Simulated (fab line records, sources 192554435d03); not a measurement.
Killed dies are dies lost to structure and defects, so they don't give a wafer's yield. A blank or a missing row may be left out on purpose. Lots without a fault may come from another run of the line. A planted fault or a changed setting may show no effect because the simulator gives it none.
fab line records | flow n5_finfet
record lots=4 wafers=12 last_day=17
route steps=1938 shown BEOL_M10@1527 BEOL_M11@1536 PASSIVATION@1936
lots that met no fault: from a run of the same line without faults
start_h: hours from the record's first day to the start of the lot's first wafer shown | wait_h: hours since the lot's step before | " the same as in the row above | L1.1+2: a row that stands for several wafers | - no value, or no start given | * or withheld: withheld | < > ~ a bound
route shown NAME@n: a module of which the file shows steps, and the number in the route of the first | usual: mean/standard deviation of fault-free wafers | same: alike in all rows | chamber/n: place in a boat | sites: the reading at each site | _std_site: their standard deviation | _edge_site: outer sites' mean less inner sites' | radius_mm: how far each site lies from the wafer's centre | mask NAME#n: copy n | behind: the tool/chamber that last shaped the wafer | hold: why the lot was held/for how many hours/how that ended | device: the transistor (n, p or np) that didn't switch | end of line: the same wafers' tests at the end of the route | a step without rows: its recipe alone | killed: dies lost to structure and defects at the first sort, not the wafer's yield | map: a wafer's dies, x killed, . not, _ none there
set.NAME: the setting as run; set.NAME@STEP: as run at that earlier step | model.NAME: the simulator's own value behind a step, which no gauge read
lots at some steps of the route; a table a step, a row a wafer
services: from which hour (start_h, from the record's first day; less than 0 if before it) a tool's chamber was out of use, for how many hours, and why
## steps
# step N5_BEOL_M10_SPUTTER_48
# recipe material=Cu target_thk_a=120 temp_c=-20 bias_v=60 power_w=26000 chamber_pressure_pa=0.13 time_s=2
# step N5_BEOL_M10_ECD_50
# recipe material=Cu target_thk_a=3180
# step N5_BEOL_M10_ANNEAL_51
# recipe temp_c=225 time_s=90 ambient=N2
# step N5_BEOL_M10_CMP_52
# recipe stop_on=SiCOH_lowk t_overpolish_s=7 down_force_psi=1 platen_rpm=50 clearing_platen_down_force_psi=1.5 clearing_platen_rpm=50 post_cmp_clean=cu_alkaline target_thk_nm=140 clearing_platen_pad_velocity_m_s=0.99484 pad_velocity_m_s=0.99484
# step N5_BEOL_M10_PRE_CLEAN_55
# recipe gas=NH3 time_s=15 temp_c=withheld rf_power_w=300
# step N5_BEOL_M10_DEP_56
# recipe material=SiCN target_thk_a=150 temp_c=withheld precursor=3MS/NH3 pressure_torr=3 rf_w=202 time_s=26.5
# step N5_BEOL_M11_ILD_DEP_00
# recipe material=SiCOH_lowk target_thk_a=3085.1 temp_c=300 precursor=DEMS/porogen pressure_torr=5 rf_w=500 time_s=58
# step N5_BEOL_M11_CURE_71
# recipe temp_c=385 time_s=240 ambient=He/Ar material=SiCOH_lowk
# step N5_BEOL_M11_PECVD_70
# recipe material=SiO2 target_thk_a=200 temp_c=400 precursor=TEOS/O2 pressure_torr=5.5 rf_w=450 teos_flow_sccm=53.8 gas=O2 flow_sccm=3000 time_s=22.7
# usual heater_power_w=732/78 showerhead_plenum_p_Torr=8.80/0.074 throttle_valve_pct=22.0/1.2
# columns lot.wafer tool chamber start_h wait_h heater_power_w showerhead_plenum_p_Torr throttle_valve_pct model.SiO2_of_BEOL_M11_PECVD_70.thk_nm
L136.2 pecvd-04 0 274.67 0.0 843 8.76 22.7 19.8
L136.4 " 2 " " 828 8.77 20.5 19.6
L136.6 " 0 " " 862 8.77 23.0 20
L138.1 pecvd-04 2 277.92 0.0 864 8.76 20.5 19.4
L138.5 " 1 " " 757 8.71 22.8 25.4
L138.6 " 0 " " 779 8.78 22.8 25.6
L139.2 pecvd-04 2 282.81 0.0 782 8.76 20.3 19.6
L139.3 " 1 " " 766 8.74 22.9 19.8
L139.4 " 1 " " 737 8.72 22.9 25.8
L148.3 pecvd-03 0 344.90 0.0 681 8.95 21.4 19.4
L148.4 " 1 " " 728 8.78 24.1 20.2
L148.6 " 0 " " 689 8.96 21.2 19.6
# step N5_BEOL_M11_HM_DEP_02
# recipe material=TiN target_thk_a=200 temp_c=25 chamber_pressure_pa=0.49996
# step N5_BEOL_M11_COAT_59
# recipe resist=SOC temp_c=250 time_s=60 spin_rpm=1500 resist_thk_nm=100
# step N5_BEOL_M11_COAT_60
# recipe resist=SiARC temp_c=220 time_s=60 spin_rpm=1500 resist_thk_nm=30
# step N5_BEOL_M11_COAT_05
# recipe resist=CAR-ArF spin_rpm=1500 resist_thk_nm=90
# step N5_BEOL_M11_EBR_07
# recipe solvent=PGMEA ebr_width_mm=1.5
# step N5_BEOL_M11_SOFTBAKE_06
# recipe temp_c=110 time_s=60 resist=CAR-ArF
# step N5_BEOL_M11_EXPOSE_08
# recipe mask_id=M11 na=1.35 source_shape=dipole sigma_inner=0.411 sigma_outer=0.611 polarization=te dose_mj=53.75
# step N5_BEOL_M11_PEB_09
# recipe peb_temp_c=withheld peb_time_s=60 resist=CAR-ArF
# step N5_BEOL_M11_DEVELOP_10
# recipe develop_time_s=30 developer=TMAH resist=CAR-ArF rinse_liquid=diw dry=air_spin dev_temp_c=23
# step N5_BEOL_M11_DESCUM_16
# recipe chemistry=O2 time_s=7.9 source_power_w=50 bias_power_w=20 pressure_mtorr=20 rf_frequency_hz=2.712e+07 temp_c=40 resist=CAR-ArF o2_flow_sccm=225
# step N5_BEOL_M11_ETCH_61
# recipe chemistry=CF4 target=SiARC target_depth_a=390 mask_material=CAR-ArF time_s=65 ion_energy_ev=80 pressure_mtorr=40 source_w=545 bias_w=36 Ar_flow_sccm=100 cf4_flow_sccm=100 ends=cleared
# step N5_BEOL_M11_ETCH_62
# recipe chemistry=N2/H2 target=SOC target_depth_a=1100 overetch_a=220 mask_material=SiARC temp_c=40 time_s=165 ion_energy_ev=200 pressure_mtorr=30 source_w=840 bias_w=150 n2_flow_sccm=200 h2_flow_sccm=200
# step N5_BEOL_M11_STRIP_68
# recipe chemistry=N2/H2 temp_c=40 n2_flow_sccm=200 h2_flow_sccm=200 rf_frequency_hz=6e+07
# step N5_BEOL_M11_STRIP_67
# recipe chemistry=CF4 resist=SiARC power_w=300 bias_power_w=75 pressure_mtorr=50 cf4_flow_sccm=150 rf_frequency_hz=6e+07
# step N5_BEOL_M11_HM_OPEN_17
# recipe chemistry=Cl2/BCl3 target_depth_a=200 overetch_a=60 target=TiN mask_material=SOC ion_energy_ev=150 pressure_mtorr=10 icp_w=1000 bias_w=126 Cl2_flow_sccm=53.25 bcl3_flow_sccm=21.75 Ar_flow_sccm=25
# step N5_BEOL_M11_STRIP_19
# recipe chemistry=O2 power_w=400 temp_c=40 pressure_mtorr=30 rf_frequency_hz=6e+07 bias_power_w=0 overash_fraction=0.2 o2_flow_sccm=225
# step N5_BEOL_M11_COAT_63
# recipe resist=SOC temp_c=250 time_s=60 spin_rpm=1500 resist_thk_nm=100
# step N5_BEOL_M11_COAT_64
# recipe resist=SiARC temp_c=220 time_s=60 spin_rpm=1500 resist_thk_nm=30
# step N5_BEOL_M11_COAT_22
# recipe resist=CAR-ArF spin_rpm=1500 resist_thk_nm=90
# step N5_BEOL_M11_EBR_24
# recipe solvent=PGMEA ebr_width_mm=1.5
# step N5_BEOL_M11_SOFTBAKE_23
# recipe temp_c=110 time_s=60 resist=CAR-ArF
# step N5_BEOL_M11_EXPOSE_25
# recipe mask_id=V10 na=1.35 source_shape=annular sigma_inner=0.5 sigma_outer=0.8 polarization=unpolarized dose_mj=85.5
# step N5_BEOL_M11_PEB_26
# recipe peb_temp_c=withheld peb_time_s=60 resist=CAR-ArF
# step N5_BEOL_M11_DEVELOP_27
# recipe develop_time_s=30 developer=TMAH resist=CAR-ArF rinse_liquid=diw dry=air_spin dev_temp_c=23
# step N5_BEOL_M11_HM_STRIP_39
# recipe chemistry=peroxide_tin_strip material=TiN target_depth_a=250 temp_c=50 time_s=158
# columns lot.wafer tool chamber start_h wait_h model.SiO2_of_BEOL_M11_PECVD_70.thk_nm
L136.2 wet_bench-05 1 277.87 0.0 19.6
L136.4 " 5 " " 19.4
L136.6 " 4 " " 19.8
L138.1 wet_bench-04 7 286.57 0.0 19.2
L138.5 " 0 " " 25.2
L138.6 " 1 " " 25.4
L139.2 wet_bench-03 4 288.47 0.0 19.4
L139.3 " 1 " " 19.6
L139.4 " 0 " " 25.6
L148.3 wet_bench-05 7 349.73 0.0 19.2
L148.4 " 2 " " 20
L148.6 " 1 " " 19.4
# step N5_BEOL_M11_CMP_52
# recipe stop_on=SiCOH_lowk t_overpolish_s=7 down_force_psi=1 platen_rpm=50 clearing_platen_down_force_psi=1.5 clearing_platen_rpm=50 post_cmp_clean=cu_alkaline target_thk_nm=140 clearing_platen_pad_velocity_m_s=0.99484 pad_velocity_m_s=0.99484
# usual barrier_field_endpoint_s=28.7/0.79 motor_current_A=6.0/0.76 retaining_ring_pressure_frac=1.000/0.0051
# columns lot.wafer tool chamber start_h wait_h barrier_field_endpoint_s motor_current_A retaining_ring_pressure_frac
L136.4 cmp-04 0 281.95 0.2 28.5 5.0 1.002
L136.2 " 2 " " 29.2 6.5 0.999
L136.6 " 3 " " 27.9 6.1 0.998
L138.1 cmp-03 2 290.28 0.3 28.4 7.6 1.004
L138.5 " 1 " " 35.3 5.1 1.011
L138.6 " 2 " " 36.0 7.1 1.004
L139.3 cmp-01 3 290.94 0.2 28.7 6.0 1.004
L139.2 " 0 " " 27.6 6.0 1.004
L139.4 " 2 " " 36.5 4.8 0.995
L148.3 cmp-03 1 351.89 0.2 27.7 4.9 1.003
L148.4 " 2 " " 28.3 7.2 1.004
L148.6 " 1 " " 27.2 5.3 0.994
# step N5_PASSIVATION_PROBE_49
# usual defect_limited_yield=91.5/1.4 killed_at_M0_to_M3=32/11 killed_at_M4_up=12/4.4 killed_at_contacts=13/6.1 killed_at_front_end=39/12 killed_at_other=3.9/3 killed_dies=100/17 killed_open=66/12 killed_short=33/7.4 sort_bin_5_function=5.0/0.95 sort_bin_6_memory=3.2/0.66 sort_bin_8_speed=0.0/0.33 sort_n_pass=1079/17 sort_yield_pct=91.4/1.5
# same gross_dies=1180 killed_at_back_side=0 sort_bin_4_leakage[%]=0
# columns lot.wafer tool chamber start_h wait_h defect_limited_yield[%] killed_at_M0_to_M3 killed_at_M4_up killed_at_contacts killed_at_front_end killed_at_other killed_dies killed_open killed_short sort_bin_5_function[%] sort_bin_6_memory[%] sort_bin_8_speed[%] sort_n_pass sort_yield_pct[%]
L138.1 prober-02 - 331.98 0.0 88.4 32 18 23 60 4 137 100 37 6.9 4.2 0 1043 88.4
L138.5 prober-02 - 332.18 0.2 89.9 22 11 20 63 3 119 81 38 4.7 5.1 0 1061 89.9
L138.6 prober-02 - 332.23 0.3 89.5 42 21 21 35 5 124 78 45 5.4 4.6 0 1056 89.5
L139.2 prober-02 - 336.40 0.1 91.3 36 10 8 45 4 103 68 35 5.0 3.4 0 1077 91.3
L139.3 prober-02 - 336.45 0.1 92.5 26 11 6 40 5 88 59 25 4.4 2.7 0 1092 92.5
L139.4 prober-02 - 336.50 0.2 94.1 22 13 4 31 0 70 55 15 3.5 2.4 0 1110 94.1
# killed by level:class
L138.1 MOL_CONTACT_COAG:geometric_particle:open=20 FIN_SAQP:geometric_particle:open=18 STI_FIN_REVEAL:geometric_particle:open=16 FIN_SAQP:geometric_particle:short=12 BEOL_M4:geometric_particle:open=9 BEOL_M0_SAQP:geometric_particle:short=7 BEOL_M0_SAQP:geometric_particle:open=6 BEOL_M2:geometric_particle:open=6
L138.5 STI_FIN_REVEAL:geometric_particle:open=27 MOL_CONTACT_COAG:geometric_particle:open=15 FIN_SAQP:geometric_particle:open=8 STI_FIN_REVEAL:geometric_particle:short=7 MOL_CONTACT_COAG:geometric_particle:short=5 FIN_SAQP:geometric_particle:short=4 BEOL_M0_SAQP:geometric_particle:short=4 DUMMY_GATE:geometric_particle:open=3
L138.6 MOL_CONTACT_COAG:geometric_particle:open=16 BEOL_M0_SAQP:geometric_particle:open=11 FIN_SAQP:geometric_particle:short=10 BEOL_M0_SAQP:geometric_particle:short=10 BEOL_M4:geometric_particle:open=9 FIN_SAQP:geometric_particle:open=8 BEOL_M1:geometric_particle:open=8 MOL_CONTACT_COAG:geometric_particle:short=5
L139.2 FIN_SAQP:geometric_particle:open=15 BEOL_M0_SAQP:geometric_particle:short=11 FIN_SAQP:geometric_particle:short=9 MOL_CONTACT_COAG:geometric_particle:open=8 BEOL_M0_SAQP:geometric_particle:open=8 STI_FIN_REVEAL:geometric_particle:open=8 BEOL_M3:geometric_particle:open=8 BEOL_M5:geometric_particle:open=4
L139.3 STI_FIN_REVEAL:geometric_particle:open=14 BEOL_M0_SAQP:geometric_particle:open=11 BEOL_M0_SAQP:geometric_particle:short=9 MOL_CONTACT_COAG:geometric_particle:open=5 FIN_SAQP:geometric_particle:open=4 STARTING-WAFER:geometric_particle:open=4 BEOL_M6:geometric_particle:open=4 DUMMY_GATE:geometric_particle:open=3
L139.4 BEOL_M3:geometric_particle:open=8 GATE_CUT:geometric_particle:open=7 FIN_SAQP:geometric_particle:open=5 GATE_CUT:geometric_particle:short=5 MOL_CONTACT_COAG:geometric_particle:open=4 BEOL_M1:geometric_particle:open=4 BEOL_M5:geometric_particle:open=4 DUMMY_GATE:geometric_particle:open=3
## services
# columns tool chamber start_h hours kind
cmp-01 - 251.56 4.0 pm
cmp-01 - 255.56 - consumable_replace:conditioner
cmp-01 - 255.56 - consumable_replace:pad
cmp-01 - 260.01 6.3 pm
pecvd-03 2 281.80 4.3 repair
cmp-04 - 306.07 0.5 repair
pecvd-03 - 307.84 0.5 repair
cmp-03 - 311.23 4.0 pm
cmp-03 - 315.23 - consumable_replace:conditioner
cmp-03 - 315.23 - consumable_replace:pad
cmp-04 - 319.68 1.3 repair
pecvd-03 0 320.29 13.8 repair
pecvd-04 2 331.10 2.1 scheduled_down
cmp-03 - 337.01 3.0 pm
pecvd-03 2 337.13 2.1 scheduled_down
## key
first_sign step=N5_BEOL_M11_CMP_52 reading=barrier_field_endpoint_s direction=up sigmas=9.1 usual=28.7 struck=35.9
effect none on later readings
model_effect step=N5_BEOL_M11_PECVD_70 value=SiO2_of_BEOL_M11_PECVD_70.thk_nm without=19.8 struck=25.6
model_effect step=N5_BEOL_M11_HM_STRIP_39 value=SiO2_of_BEOL_M11_PECVD_70.thk_nm without=19.6 struck=25.4
met_at N5_BEOL_M11_PECVD_70
struck_wafers L138.5,L138.6,L139.4
onset_between 274.67 277.92
fault kind=process_parameter_drift tool=pecvd-04 chamber=- onset_h=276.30 steps=N5_BEOL_M11_PECVD_70 channel=time_s offset=* shape=step end_h=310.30 scope=struck_wafers_only acts_in=* stated=*
